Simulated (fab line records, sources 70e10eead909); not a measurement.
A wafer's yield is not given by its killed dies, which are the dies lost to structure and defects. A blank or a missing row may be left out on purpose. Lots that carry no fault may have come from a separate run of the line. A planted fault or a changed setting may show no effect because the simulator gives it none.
fab line records	flow nandHarc	part 2 of 2: steps 5 to 6 of 6
record lots=20	wafers=60	lastDay=34
route steps=1302 shown A_CHANNEL_HOLE_D1@483 A_DECK1_JOINT@539 A_CHANNEL_HOLE_D2@585 A_CHANNEL_FILL_D2@613
lots untouched by any fault: they come from a run of this same line in which no faults occurred
startH: hours from the record's first day to the start of the lot's first wafer shown	waitH: hours from the lot's prior step to this one	" as in the row above	L1.1+2: a row that stands for several wafers	- either no value or no given start	* or withheld: withheld	< > ~ a bound
route shown NAME@n: a module of which the file shows steps, and the number in the route of the first	usual: mean and standard deviation over wafers with no fault	same: alike in all rows	chamber/n: place in a boat	sites: per-site readings	_std_site: their standard deviation	_edge_site: mean of outer sites minus mean of inner sites	radiusMm: how far each site lies from the wafer's centre	mask NAME#n: copy n	behind: tool/chamber where the wafer was last shaped	hold: the reason the lot was held/the length of the hold in hours/how it ended	device: the transistor (n, p or np) that didn't switch	end of line: at the end of the route, the tests of the same wafers	for a step that has no rows: nothing shown but its recipe	killed: dies lost to structure and defects at the first sort, not the wafer's yield	map: dies across one wafer; x = killed, . = not, _ = none there
set.NAME: the setting the step ran with; set.NAME@STEP: the setting that earlier step ran with	model.NAME: the simulator's own value behind a step, which no gauge read
one table for each step of the route and one row for each wafer, over a sample of lots
services: the hour from which a tool's chamber was out of use, counted from the record's first day as startH (under 0 if before that day), plus the number of hours and why
## steps
# step NHARC_A_CHANNEL_HOLE_D2_ETCH_20
# recipe biasV=3000	sourceW=withheld	pressureMtorr=20	timeS=361.9	arFlowSccm=375	c4f8FlowSccm=89.3	o2FlowSccm=35.7	tempC=-20	targetDepthA=16000	chemistry=C4F8/O2/Ar
# usual chamberPressureMTorr=19.999/0.019	drypumpMotorCurrentA=5.69/0.22	mfcArSccm=375.0/1.2	showerheadPlenumPTorr=3.64/0.091	throttleValvePct=32.154/0.0093
# same timeS=361.9
lot.wafer	tool	chamber	startH	waitH	chamberPressureMTorr	drypumpMotorCurrentA	mfcArSccm	rfHoursCounterH	showerheadPlenumPTorr	throttleValvePct
L075.3	harEtch-02	0	317.22	0.2	19.982	5.35	373.6	-	3.73	32.146
L075.6	"	1	"	"	19.979	5.76	374.9	-	3.72	32.157
L075.5	"	0	"	"	20.004	5.36	374.6	-	3.73	32.156
L077.1	harEtch-02	1	324.83	0.1	19.965	5.78	374.2	382	3.72	32.159
L077.2	"	0	"	"	20.016	5.34	375.2	359	3.73	32.142
L077.3	"	0	"	"	19.984	5.36	372.8	-	3.73	32.162
L078.2	harEtch-02	1	340.90	0.1	20.001	5.71	375.4	390	3.71	32.183
L078.1	"	0	"	"	19.999	5.37	374.4	367	3.73	32.148
L078.4	"	1	"	"	19.992	5.78	377.7	-	3.71	32.158
L079.2	harEtch-01	0	355.03	0.1	19.997	5.99	373.7	187	3.51	32.145
L079.5	"	0	"	"	20.015	5.98	375.6	-	3.51	32.137
L079.6	"	1	"	"	20.014	5.66	375.1	-	3.68	32.153
L080.3	harEtch-01	0	375.49	0.2	20.020	5.97	376.3	-	3.51	32.172
L080.4	"	1	"	"	19.982	5.72	374.3	-	3.68	32.147
L080.5	"	0	"	"	19.999	6.01	376.2	-	3.51	32.158
L082.1	harEtch-02	1	394.55	0.1	20.018	5.76	376.9	0	3.70	32.149
L082.4	"	0	"	"	19.992	5.35	373.6	-	3.72	32.169
L082.5	"	1	"	"	20.010	5.73	376.7	-	3.70	32.157
L083.2	harEtch-02	1	398.67	0.1	19.972	5.77	374.9	4	3.70	32.154
L083.3	"	1	"	"	20.005	5.79	374.9	-	3.70	32.170
L083.4	"	0	"	"	20.006	5.36	376.0	-	3.71	32.146
L085.2	harEtch-02	0	412.66	0.1	19.980	5.37	374.6	15	3.71	32.150
L085.1	"	1	"	"	19.967	5.78	375.7	15	3.70	32.172
L085.4	"	1	"	"	19.982	5.75	375.2	-	3.70	32.137
L086.1	harEtch-01	0	413.25	0.1	20.019	5.96	377.4	229	3.49	32.164
L086.2	"	1	"	"	20.003	5.67	374.8	229	3.66	32.147
L086.5	"	0	"	"	20.003	5.92	375.4	-	3.49	32.152
L087.1	harEtch-02	0	416.86	0.1	20.003	5.35	376.1	19	3.71	32.160
L087.4	"	0	"	"	19.971	5.35	374.2	-	3.71	32.173
L087.6	"	0	"	"	20.004	5.36	374.1	-	3.71	32.167
L088.4	harEtch-01	1	456.56	0.2	20.014	5.73	374.7	-	3.65	32.152
L088.5	"	1	"	"	19.996	5.67	374.5	-	3.65	32.143
L088.6	"	0	"	"	19.976	5.96	373.0	-	3.48	32.154
L089.3	harEtch-02	1	459.17	0.2	19.997	5.79	373.9	-	3.68	32.162
L089.4	"	0	"	"	19.993	5.35	376.2	-	3.69	32.143
L089.6	"	1	"	"	20.028	5.78	374.9	-	3.68	32.156
L090.1	harEtch-01	1	460.59	0.1	20.016	5.67	375.8	249	3.65	32.163
L090.2	"	0	"	"	20.009	5.99	375.6	249	3.48	32.159
L090.6	"	0	"	"	20.030	5.99	375.3	-	3.48	32.147
L091.2	harEtch-01	1	464.73	0.1	19.998	5.70	375.1	253	3.65	32.169
L091.1	"	0	"	"	19.985	5.96	377.6	253	3.48	32.156
L091.3	"	0	"	"	20.028	5.96	377.3	-	3.48	32.146
L092.1	harEtch-01	1	472.79	0.1	19.998	5.67	374.7	260	3.64	32.161
L092.4	"	0	"	"	20.038	5.95	376.6	-	3.47	32.151
L092.5	"	0	"	"	19.976	5.92	374.8	-	3.47	32.143
L093.2	harEtch-02	0	494.07	0.1	20.013	5.38	375.5	65	3.68	32.150
L093.4	"	0	"	"	19.957	5.37	374.9	-	3.68	32.146
L093.3	"	1	"	"	19.976	5.79	375.8	-	3.67	32.164
L094.2	harEtch-02	0	501.16	0.1	20.038	5.36	373.0	69	3.68	32.143
L094.3	"	1	"	"	20.000	5.85	374.6	-	3.67	32.157
L094.5	"	1	"	"	20.032	5.82	374.4	-	3.67	32.168
L095.1	harEtch-01	0	512.81	0.1	20.025	5.98	376.0	279	3.46	32.139
L095.3	"	1	"	"	19.966	5.68	373.1	-	3.63	32.146
L095.6	"	1	"	"	19.995	5.68	373.2	-	3.63	32.151
L096.2	harEtch-02	1	513.77	0.1	20.010	5.82	373.8	77	3.66	32.151
L096.4	"	1	"	"	19.988	5.76	375.7	-	3.66	32.153
L096.5	"	1	"	"	19.979	5.80	374.4	-	3.66	32.161
L097.1	harEtch-01	1	521.74	0.1	19.997	5.64	372.5	283	3.63	32.158
L097.4	"	1	"	"	19.999	5.68	373.8	-	3.63	32.164
L097.3	"	0	"	"	19.991	5.95	377.5	-	3.46	32.164
# step NHARC_A_CHANNEL_FILL_D2_ALD_03
# recipe targetThkA=60	pulseTimeS=60	aldCycles=58	tempC=630	pressureTorr=2	material=SiNx
# usual precursorPulseHeightRel=0.998/0.02	susceptorTempC=630.00/0.27
lot.wafer	tool	chamber	startH	waitH	precursorPulseHeightRel	susceptorTempC
L075.3	aldSinBatch-02	0	-	-	1.020	630.03
L075.5	"	0	"	"	1.027	630.10
L075.6	"	0	"	"	0.987	630.02
L077.1	aldSinBatch-01	0	-	-	1.047	-
L077.2	"	0	"	"	1.006	-
L077.3	"	0	"	"	0.990	-
L078.1	aldSinBatch-01	0	-	-	0.989	629.98
L078.2	"	0	"	"	1.011	630.00
L078.4	"	0	"	"	0.997	630.17
L079.2	aldSinBatch-03	0	-	-	1.006	629.72
L079.5	"	0	"	"	0.970	629.83
L079.6	"	0	"	"	0.998	630.01
L080.3	aldSinBatch-03	0	-	-	1.029	-
L080.4	"	0	"	"	0.968	-
L080.5	"	0	"	"	1.003	-
L082.1	aldSinBatch-03	0	-	-	1.031	629.94
L082.4	"	0	"	"	1.011	630.15
L082.5	"	0	"	"	1.013	630.25
L083.2	aldSinBatch-02	0	-	-	1.008	629.84
L083.3	"	0	"	"	1.002	629.79
L083.4	"	0	"	"	0.971	630.08
L085.1	aldSinBatch-01	0	-	-	1.004	629.96
L085.2	"	0	"	"	1.022	629.62
L085.4	"	0	"	"	0.992	630.30
L086.1	aldSinBatch-01	0	-	-	1.004	630.27
L086.2	"	0	"	"	1.011	629.70
L086.5	"	0	"	"	1.035	629.78
L087.1	aldSinBatch-01	0	-	-	0.975	-
L087.4	"	0	"	"	0.956	-
L087.6	"	0	"	"	1.016	-
L088.4	aldSinBatch-02	0	-	-	1.010	629.55
L088.5	"	0	"	"	0.982	629.73
L088.6	"	0	"	"	1.018	630.21
L089.3	aldSinBatch-02	0	-	-	1.006	630.39
L089.4	"	0	"	"	1.007	629.69
L089.6	"	0	"	"	1.003	629.93
L090.1	aldSinBatch-01	0	-	-	0.992	630.02
L090.2	"	0	"	"	0.952	630.08
L090.6	"	0	"	"	1.024	630.02
L091.1	aldSinBatch-01	0	-	-	1.006	-
L091.2	"	0	"	"	0.987	-
L091.3	"	0	"	"	0.936	-
L092.1	aldSinBatch-03	0	-	-	1.028	630.61
L092.4	"	0	"	"	0.985	630.44
L092.5	"	0	"	"	1.005	630.26
L093.2	aldSinBatch-03	0	-	-	1.011	629.80
L093.3	"	0	"	"	0.994	629.78
L093.4	"	0	"	"	0.988	629.83
L094.2	aldSinBatch-03	0	-	-	1.001	629.93
L094.3	"	0	"	"	0.979	630.22
L094.5	"	0	"	"	0.960	630.20
L095.1	aldSinBatch-02	0	-	-	1.005	630.09
L095.3	"	0	"	"	0.984	630.38
L095.6	"	0	"	"	1.022	629.80
L096.2	aldSinBatch-02	0	-	-	1.027	629.44
L096.4	"	0	"	"	0.981	629.60
L096.5	"	0	"	"	1.009	629.81
L097.1	aldSinBatch-03	0	-	-	1.013	630.33
L097.3	"	0	"	"	1.031	630.43
L097.4	"	0	"	"	1.013	630.19
## services
tool	chamber	startH	hours	kind
rieDiel-01	-	203.81	9.0	pm
cmp-02	-	216.31	1.5	repair
cmp-02	-	228.06	1.0	repair
cmp-02	-	232.56	4.0	pm
harEtch-02	-	241.57	9.9	repair
rieDiel-10	-	242.50	9.0	pm
harEtch-01	-	264.55	4.1	repair
rieDiel-01	2	270.54	7.7	repair
rieDiel-06	0	279.83	6.5	repair
rieDiel-06	1	292.75	25.7	repair
rieDiel-06	-	307.20	9.0	pm
rieDiel-06	-	357.03	0.3	repair
harEtch-02	-	377.39	17.0	pm
rieDiel-01	-	380.81	9.0	pm
rieDiel-01	1	390.53	7.7	repair
rieDiel-10	-	419.50	9.0	pm
harEtch-01	-	439.13	15.9	repair
rieDiel-06	1	445.90	3.5	repair
rieDiel-06	-	448.34	0.1	repair
rieDiel-01	3	467.43	14.2	repair
rieDiel-01	0	481.60	4.0	repair
rieDiel-06	-	484.20	9.0	pm
rieDiel-10	0	505.48	4.4	repair
rieDiel-01	3	521.84	6.8	repair
